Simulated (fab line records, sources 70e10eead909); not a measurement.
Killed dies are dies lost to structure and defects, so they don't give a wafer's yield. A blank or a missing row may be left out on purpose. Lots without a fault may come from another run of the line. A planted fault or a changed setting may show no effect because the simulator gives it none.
Chamber matching | flow nand_harc | NHARC_A_STAIRCASE_TRIM_220 on rie_diel-13: 4 sister chambers
The step chemistry O2, time 211.2 s. 4 wafers are shown with their chamber, then 12 later ones without.

WAFERS WITH THEIR CHAMBER
wafer  | chamber | showerhead_plenum_p_Torr (Torr)
L081.3 | 0       | 3.36
L091.2 | 1       | 3.65
L091.4 | 3       | 3.33
L091.5 | 2       | 3.78

WAFERS WITHOUT THEIR CHAMBER
wafer  | showerhead_plenum_p_Torr (Torr)
L090.1 | 3.64
L090.2 | 3.78
L090.3 | 3.34
L092.2 | 3.77
L092.4 | 3.32
L092.5 | 3.77
L094.1 | 3.64
L094.2 | 3.34
L094.4 | 3.77
L094.3 | 3.32
L094.5 | 3.32
L094.6 | 3.77

WHICH CHAMBER EACH WENT THROUGH
wafer  | from the rows above     | in truth
L090.1 | 1                       | 1
L090.2 | 2                       | 2
L090.3 | can't be placed: 3 or 0 | 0
L092.2 | 2                       | 2
L092.4 | 3                       | 3
L092.5 | 2                       | 2
L094.1 | 1                       | 1
L094.2 | can't be placed: 3 or 0 | 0
L094.4 | 2                       | 2
L094.3 | 3                       | 3
L094.5 | 3                       | 3
L094.6 | 2                       | 2
Placed correctly: 10 of 12. Can't be placed from these rows: 2 (the true chamber is among the candidates in 2). Placed wrongly: 0.
How it was worked out, from the rows above alone: a wafer's distance from a chamber is the root of the sum, over the readings, of the square of ((its reading less the chamber's mean) divided by the reading's scatter). The wafer belongs to the nearest chamber; if the next one is less than 2 further off, it can't be placed. A chamber's mean is the mean of its shown wafers. The scatter: with one shown wafer a chamber, the root of the mean of the squares of how far each hidden wafer lies from its nearest shown one.
